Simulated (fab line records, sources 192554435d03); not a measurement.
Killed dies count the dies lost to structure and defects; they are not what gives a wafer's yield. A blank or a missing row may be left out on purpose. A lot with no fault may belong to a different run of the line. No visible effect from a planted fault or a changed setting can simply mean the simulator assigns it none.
Matching of chambers || flow n5 finfet || N5_BEOL_M0_SAQP_ETCH_106 on rie diel-06 has 4 sister chambers
The step etches SOC in N2/H2, stops on SiNx, target depth 150 nm. 8 wafers are shown with their chamber, then 8 later ones without.

WAFERS WITH THEIR CHAMBER
{"wafer": "L079.3", "chamber": 2, "showerhead plenum p Torr (Torr)": 2.51, "drypump motor current A (A)": 6.4}
{"wafer": "L080.3", "chamber": 3, "showerhead plenum p Torr (Torr)": 2.59, "drypump motor current A (A)": 6.3}
{"wafer": "L080.5", "chamber": 1, "showerhead plenum p Torr (Torr)": 2.60, "drypump motor current A (A)": 5.9}
{"wafer": "L081.6", "chamber": 1, "showerhead plenum p Torr (Torr)": 2.60, "drypump motor current A (A)": 5.8}
{"wafer": "L084.1", "chamber": 2, "showerhead plenum p Torr (Torr)": 2.51, "drypump motor current A (A)": 6.4}
{"wafer": "L084.3", "chamber": 0, "showerhead plenum p Torr (Torr)": 2.38, "drypump motor current A (A)": 5.0}
{"wafer": "L084.4", "chamber": 3, "showerhead plenum p Torr (Torr)": 2.58, "drypump motor current A (A)": 6.3}
{"wafer": "L085.1", "chamber": 0, "showerhead plenum p Torr (Torr)": 2.38, "drypump motor current A (A)": 4.9}

WAFERS MISSING THEIR CHAMBER
{"wafer": "L085.4", "showerhead plenum p Torr (Torr)": 2.60, "drypump motor current A (A)": 5.8}
{"wafer": "L085.6", "showerhead plenum p Torr (Torr)": 2.38, "drypump motor current A (A)": 4.9}
{"wafer": "L090.1", "showerhead plenum p Torr (Torr)": 2.59, "drypump motor current A (A)": 5.8}
{"wafer": "L090.2", "showerhead plenum p Torr (Torr)": 2.58, "drypump motor current A (A)": 6.3}
{"wafer": "L090.5", "showerhead plenum p Torr (Torr)": 2.58, "drypump motor current A (A)": 6.3}
{"wafer": "L097.1", "showerhead plenum p Torr (Torr)": 2.57, "drypump motor current A (A)": 6.3}
{"wafer": "L097.3", "showerhead plenum p Torr (Torr)": 2.50, "drypump motor current A (A)": 6.3}
{"wafer": "L097.5", "showerhead plenum p Torr (Torr)": 2.70, "drypump motor current A (A)": 4.9}

CHAMBER TAKEN BY EACH
{"wafer": "L085.4", "from the rows above": 1, "in truth": 1}
{"wafer": "L085.6", "from the rows above": 0, "in truth": 0}
{"wafer": "L090.1", "from the rows above": 1, "in truth": 1}
{"wafer": "L090.2", "from the rows above": 3, "in truth": 3}
{"wafer": "L090.5", "from the rows above": 3, "in truth": 3}
{"wafer": "L097.1", "from the rows above": 3, "in truth": 3}
{"wafer": "L097.3", "from the rows above": 2, "in truth": 2}
{"wafer": "L097.5", "from the rows above": 1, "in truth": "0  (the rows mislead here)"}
Correctly placed: 7 of 8. Left unplaced by these rows: 0. 1 placed wrongly.
How it was worked out, from the rows above alone: a wafer's distance from a chamber is the root of the sum, over the readings, of the square of ((its reading less the chamber's mean) divided by the reading's scatter). The wafer belongs to the nearest chamber; if the next one is less than 2 further off, it can't be placed. The mean given for a chamber averages the wafers shown for that chamber. The scatter: the root of (the sum of the squares of (reading less its chamber's mean) over the shown wafers, divided by (wafers less chambers)).
